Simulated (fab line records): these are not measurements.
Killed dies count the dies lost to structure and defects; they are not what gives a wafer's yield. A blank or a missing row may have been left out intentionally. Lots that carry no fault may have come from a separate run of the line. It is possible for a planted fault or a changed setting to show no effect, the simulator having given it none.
fab line records | flow n5-finfet
record lots=6 wafers=18 last-day=18
route steps=1938 shown PASSIVATION@1909
lots with no fault: from the same line, run without faults
start-h: the number of hours between the record's first day and the start of the first shown wafer of the lot | wait-h: hours from the lot's prior step to this one | " the same as in the row above | L1.1+2: a row that stands for several wafers | - no value, or no start was given | * or withheld: withheld | < > ~ a bound
route shown NAME@n: NAME is a module with steps in the file, n the number in the route of the first one | usual: mean and standard deviation over wafers with no fault | same: alike in all rows | chamber/n: place in a boat | sites: the reading at each site | _std_site: how widely they spread, as a standard deviation | _edge_site: outer sites' mean less inner sites' | radius-mm: how far each site lies from the wafer's centre | mask NAME#n: copy n | behind: the tool/chamber that last shaped the wafer | hold: the reason the lot was held/the length of the hold in hours/how it ended | device: the n, p or np transistor that did not switch | end of line: tests of these same wafers at the route's end | step lacking rows: just its recipe | killed: not the wafer's yield, but the dies lost to structure and defects at the first sort | map: a wafer's dies, marking killed ones x, the rest . and places with no die _
set.NAME: the setting the step ran with; set.NAME@STEP: the setting that earlier step ran with | model.NAME: the simulator's own value behind a step, which no gauge read
certain route steps with their lots: each step a table, each wafer a row
services: from which hour (start-h, from the record's first day; less than 0 if before it) a tool's chamber was out of use, for how many hours, and why
## steps
# step N5_PASSIVATION_AL_ETCH_33
# recipe chemistry=Cl2/BCl3 target-depth-a=28000 over-etch-frac=0.15 Cl2_flow_sccm=180 bcl3-flow-sccm=60 target=Al stop-on=TaN time-s=466.7 ion-energy-ev=100 pressure-mtorr=10 icp-w=900 bias-w=100
# usual drypump-motor-current-A=5.8/0.41 oes-product-au=0.74/0.097 rf-fwd-power-W=898.3/2.4 throttle-valve-pct=34.3/0.42
# columns lot.wafer tool chamber start-h wait-h drypump-motor-current-A oes-product-au rf-fwd-power-W rf-hours-counter-h throttle-valve-pct
L345.1 rie-metal-01 0 272.31 0.1 5.6 0.86 898.8 4 34.0
L345.3 " 1 " " 5.4 0.62 897.2 - 34.1
L345.4 " 0 " " 5.5 0.84 900.9 - 34.0
L346.2 rie-metal-03 1 281.25 0.1 5.5 0.68 893.6 60 35.1
L346.3 " 0 " " 5.5 0.58 901.5 - 34.5
L346.5 " 0 " " 5.5 0.58 901.7 - 34.5
L358.2 rie-metal-03 1 361.75 0.1 5.5 0.65 895.5 68 35.1
L358.5 " 0 " " 5.5 0.85 899.9 - 34.4
L358.6 " 1 " " 5.5 0.65 899.6 - 35.2
L357.2 rie-metal-01 0 364.28 0.1 5.5 0.82 894.8 13 34.0
L357.3 " 1 " " 5.4 0.59 895.7 - 34.1
L357.6 " 1 " " 5.4 0.61 896.1 - 34.1
L364.1 rie-metal-01 1 404.62 0.1 5.4 0.59 896.0 95 34.1
L364.4 " 1 " " 5.4 0.59 898.4 - 34.1
L364.6 " 0 " " 5.6 0.79 896.1 - 34.0
L367.2 rie-metal-02 1 419.77 0.1 6.4 0.81 896.8 10 33.8
L367.4 " 0 " " 6.4 0.71 895.9 - 34.3
L367.6 " 0 " " 6.3 0.71 900.6 - 34.3
# step N5_PASSIVATION_ETCH_59
# recipe chemistry=Cl2/BCl3 target=TaN target-depth-a=650 time-s=34.9 ion-energy-ev=100 pressure-mtorr=10 icp-w=900 bias-w=100 Cl2_flow_sccm=60 bcl3-flow-sccm=30
# usual drypump-motor-current-A=5.8/0.41 oes-product-au=0.82/0.11 rf-fwd-power-W=892/3.3 throttle-valve-pct=21.1/0.32
# columns lot.wafer tool chamber start-h wait-h drypump-motor-current-A oes-product-au rf-fwd-power-W rf-hours-counter-h throttle-valve-pct
L345.1 rie-metal-01 0 272.71 0.3 5.5 0.96 889 5 20.8
L345.3 " 1 " " 5.4 0.69 888 - 21.0
L345.4 " 0 " " 5.6 0.95 894 - 20.9
L346.2 rie-metal-03 1 281.65 0.3 5.5 0.76 894 61 21.7
L346.3 " 0 " " 5.6 0.69 894 - 21.2
L346.5 " 0 " " 5.6 0.68 890 - 21.2
L358.2 rie-metal-03 1 362.16 0.3 5.5 0.73 896 68 21.7
L358.5 " 0 " " 5.5 0.98 896 - 21.0
L358.6 " 1 " " 5.5 0.73 897 - 21.7
L357.2 rie-metal-01 0 364.68 0.3 5.5 0.89 891 13 20.9
L357.3 " 1 " " 5.4 0.66 881 - 21.0
L357.6 " 1 " " 5.4 0.67 884 - 21.0
L364.1 rie-metal-01 1 405.02 0.3 5.4 0.67 887 96 21.0
L364.4 " 1 " " 5.4 0.67 889 - 21.0
L364.6 " 0 " " 5.5 0.88 886 - 20.9
L367.2 rie-metal-02 1 420.17 0.3 6.4 0.89 892 10 20.7
L367.4 " 0 " " 6.3 0.78 890 - 21.3
L367.6 " 0 " " 6.3 0.78 890 - 21.3
# step N5_PASSIVATION_STRIP_34
# recipe chemistry=O2 power-w=600 temp-c=60 pressure-mtorr=30 rf-frequency-hz=6e+07 bias-power-w=0 overash-fraction=2 o2-flow-sccm=225
# usual drypump-motor-current-A=5.7/0.41 oes-product-au=0.82/0.079 rf-vpp-V=3.5/1.6 showerhead-plenum-p-Torr=2.13/0.064 throttle-valve-pct=16.53/0.17
# same overash-fraction=2
# columns lot.wafer tool chamber start-h wait-h drypump-motor-current-A oes-product-au rf-hours-counter-h rf-vpp-V showerhead-plenum-p-Torr throttle-valve-pct
L345.1 rie-diel-03 1 272.89 0.1 5.3 0.79 105 8.2 2.11 16.44
L345.3 " 2 " " 5.4 0.78 134 3.0 2.10 16.47
L345.4 " 0 " " 5.6 0.71 222 6.6 2.06 16.56
L346.2 rie-diel-03 2 281.77 0.1 5.4 0.77 137 2.7 2.09 16.57
L346.3 " 1 " " 5.3 0.79 109 4.9 2.11 16.49
L346.5 " 0 " " 5.6 0.70 - 3.2 2.06 16.55
L358.2 rie-diel-02 1 362.27 0.1 6.2 0.90 29 1.3 2.13 16.22
L358.5 " 2 " " 5.2 0.89 - 2.7 2.15 16.78
L358.6 " 1 " " 6.2 0.90 - 6.5 2.12 16.23
L357.2 rie-diel-04 3 364.82 0.1 6.4 0.81 100 4.9 2.12 16.79
L357.3 " 0 " " 6.7 0.83 63 2.3 2.22 16.71
L357.6 " 3 " " 6.4 0.79 - 2.4 2.12 16.75
L364.1 rie-diel-02 0 405.18 0.1 5.3 0.89 30 3.5 2.25 16.37
L364.4 " 3 " " 5.6 0.98 6 3.4 2.06 16.39
L364.6 " 1 " " 6.3 0.86 - 4.8 2.12 16.31
L367.2 rie-diel-03 0 420.32 0.1 5.6 0.90 19 4.6 2.04 16.08
L367.4 " 2 " " 5.4 0.74 188 2.2 2.08 16.60
L367.6 " 3 " " 5.7 0.82 - 5.0 2.21 16.69
# step N5_PASSIVATION_STRIP_51
# recipe chemistry=post-etch-residue-remover time-s=1200 temp-c=72.5
# step N5_PASSIVATION_CLEAN_69
# recipe chemistry=IPA time-s=180 temp-c=25
# step N5_PASSIVATION_SRD_70
# recipe dry=ipa-marangoni time-s=30 temp-c=23 rinse-liquid=diw
# step N5_PASSIVATION_PECVD_53
# recipe material=SiO2 target-thk-a=8000 temp-c=400 precursor=TEOS/O2 pressure-torr=6.5 rf-w=withheld teos-flow-sccm=withheld gas=O2 flow-sccm=2650 time-s=169.4
# step N5_PASSIVATION_PECVD_35
# recipe material=SiNx target-thk-a=7000 temp-c=400 precursor=SiH4/NH3/N2 pressure-torr=4.9 rf-w=1406 time-s=151.3
# usual heater-power-w=418/83 rf-fwd-power-W=1401/4.6 showerhead-plenum-p-Torr=8.72/0.063 throttle-valve-pct=27.9/0.9
# columns lot.wafer tool chamber start-h wait-h heater-power-w rf-fwd-power-W showerhead-plenum-p-Torr throttle-valve-pct
L345.1 pecvd-04 0 273.98 0.1 480 1395 8.67 27.8
L345.3 " 2 " " 441 1403 8.64 26.5
L345.4 " 2 " " 479 1403 8.63 26.5
L346.2 pecvd-02 2 282.38 0.1 535 1402 8.69 28.3
L346.3 " 1 " " 443 1405 8.70 27.7
L346.5 " 2 " " 370 1396 8.67 28.3
L358.2 pecvd-01 0 362.89 0.1 450 1403 8.76 28.8
L358.5 " 1 " " 542 1402 8.72 28.6
L358.6 " 2 " " 434 1394 8.84 26.5
L357.2 pecvd-04 2 365.43 0.1 471 1399 8.62 26.5
L357.3 " 1 " " 293 1389 8.71 28.4
L357.6 " 1 " " 332 1396 8.68 28.5
L364.1 pecvd-01 1 405.80 0.1 559 1405 8.71 29.3
L364.4 " 0 " " 392 1403 8.76 28.8
L364.6 " 2 " " 374 1398 8.83 26.7
L367.2 pecvd-02 0 420.98 0.1 267 1403 8.67 28.8
L367.4 " 0 " " 312 1403 8.68 28.8
L367.6 " 1 " " 301 1394 8.71 27.4
# step N5_PASSIVATION_HMDS_37
# recipe time-s=60 temp-c=120
# step N5_PASSIVATION_COAT_38
# recipe spin-rpm=3000 resist-thk-nm=withheld
# step N5_PASSIVATION_EBR_40
# recipe solvent=PGMEA ebr-width-mm=1.5
# step N5_PASSIVATION_SOFTBAKE_39
# recipe temp-c=110 time-s=120
# step N5_PASSIVATION_EXPOSE_41
# recipe mask-id=PASS_OPEN na=0.55 defocus-nm=0 source-shape=conventional sigma-outer=0.8 polarization=unpolarized target-cd-nm=40000 dose-mj=57.25
# usual exposure-dose-mJ-cm2=57.25/0.062
# same na=0.55
# columns lot.wafer tool chamber start-h wait-h mask exposure-dose-mJ-cm2
L345.1 krf-scanner-02 0 274.23 - PASS_OPEN#0 57.25
L345.3 " 0 " " PASS_OPEN#0 57.20
L345.4 " 0 " " PASS_OPEN#0 57.17
L346.2 krf-scanner-01 0 282.77 - PASS_OPEN#0 57.24
L346.3 " 0 " " PASS_OPEN#0 57.25
L346.5 " 0 " " PASS_OPEN#0 57.30
L358.2 krf-scanner-02 0 363.14 - PASS_OPEN#0 54.96
L358.5 " 0 " " PASS_OPEN#0 54.94
L358.6 " 0 " " PASS_OPEN#0 54.90
L357.2 krf-scanner-02 0 365.69 - PASS_OPEN#0 55.00
L357.3 " 0 " " PASS_OPEN#0 54.87
L357.6 " 0 " " PASS_OPEN#0 54.92
L364.1 krf-scanner-01 0 406.17 - PASS_OPEN#0 57.36
L364.4 " 0 " " PASS_OPEN#0 57.18
L364.6 " 0 " " PASS_OPEN#0 57.27
L367.2 krf-scanner-01 0 421.36 - PASS_OPEN#0 57.23
L367.4 " 0 " " PASS_OPEN#0 57.15
L367.6 " 0 " " PASS_OPEN#0 57.24
# step N5_PASSIVATION_PEB_42
# recipe peb-temp-c=withheld peb-time-s=*
# step N5_PASSIVATION_DEVELOP_43
# recipe develop-time-s=60 rinse-liquid=diw dry=air-spin dev-temp-c=21
# step N5_PASSIVATION_HARDBAKE_45
# recipe temp-c=130 time-s=120
# step N5_PASSIVATION_CD_MEAS_44
# recipe target-cd-nm=40000 landing-energy-ev=500 detector=se-inlens
# usual cd-nm=40000/3.9
# columns lot.wafer tool chamber start-h wait-h cd-nm
L345.1 cd-sem-02 0 274.41 - 39997
L345.3 " 0 " " 40004
L345.4 " 0 " " 39994
L346.2 cd-sem-02 0 282.94 - 39994
L346.3 " 0 " " 39999
L346.5 " 0 " " 40000
L358.2 cd-sem-01 0 363.32 - 39990
L358.5 " 0 " " 39987
L358.6 " 0 " " 39980
L357.2 cd-sem-02 0 365.86 - 39982
L357.3 " 0 " " 39990
L357.6 " 0 " " 39987
L364.1 cd-sem-02 0 406.35 - 40002
L364.4 " 0 " " 39995
L364.6 " 0 " " 39999
L367.2 cd-sem-01 0 421.53 - 39997
L367.4 " 0 " " 40004
L367.6 " 0 " " 40004
# step N5_PASSIVATION_OVL_MEAS_66
# recipe points-per-wafer=44
# usual PASS_OPEN_OVL=-1/5.7
# columns lot.wafer tool chamber start-h wait-h PASS_OPEN_OVL[nm]
L345.1 overlay-02 0 274.44 0.0 0
L345.3 " 0 " " -6
L345.4 " 0 " " -1
L346.2 overlay-01 0 282.97 0.0 6
L346.3 " 0 " " -4
L346.5 " 0 " " -6
L358.2 overlay-02 0 363.35 0.0 -5
L358.5 " 0 " " -1
L358.6 " 0 " " 1
L357.2 overlay-01 0 365.89 0.0 -4
L357.3 " 0 " " -8
L357.6 " 0 " " -2
L364.1 overlay-01 0 406.38 0.0 5
L364.4 " 0 " " 12
L364.6 " 0 " " 9
L367.2 overlay-01 0 421.57 0.0 -5
L367.4 " 0 " " -7
L367.6 " 0 " " -9
## services
# columns tool chamber start-h hours kind
rie-metal-03 - 258.06 1.4 pm
rie-diel-03 0 259.75 6.6 repair
rie-diel-02 0 261.10 2.4 repair
pecvd-01 - 262.81 2.8 pm
krf-scanner-02 - 263.90 0.3 repair
pecvd-02 - 265.94 6.0 pm
krf-scanner-02 - 267.31 1.0 pm
krf-scanner-01 - 289.42 0.8 pm
pecvd-02 - 289.68 2.4 repair
pecvd-04 1 297.75 48.4 repair
krf-scanner-01 - 307.48 0.3 repair
rie-diel-03 0 310.73 1.4 repair
krf-scanner-02 - 313.89 0.8 pm
krf-scanner-02 - 315.03 3.6 pm
rie-diel-03 2 316.71 5.3 repair
krf-scanner-02 - 324.92 1.3 pm
pecvd-04 2 333.04 2.6 repair
krf-scanner-01 - 336.94 3.6 pm
rie-diel-02 - 344.12 2.0 repair
krf-scanner-02 - 398.57 1.3 repair
rie-metal-03 - 406.91 10.0 pm
krf-scanner-01 - 407.50 1.0 pm
rie-diel-03 1 415.24 4.9 repair
krf-scanner-01 - 418.27 1.3 pm
## key
first-sign step=N5_PASSIVATION_EXPOSE_41 reading=exposure-dose-mJ-cm2 direction=down sigmas=37 usual=57.25 struck=54.93
effect step=N5_PASSIVATION_CD_MEAS_44 reading=cd-nm direction=down sigmas=3.6 usual=40000 struck=39986
met-at N5_PASSIVATION_EXPOSE_41
struck-wafers L357.2,L357.3,L357.6,L358.2,L358.5,L358.6
onset-between 274.23 363.14
fault kind=process-parameter-drift tool=krf-scanner-02 chamber=- onset-h=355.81 steps=N5_PASSIVATION_EXPOSE_41 channel=dose-mj offset=-2.3965 shape=step acts-in=these-recipes-only stated=57.25
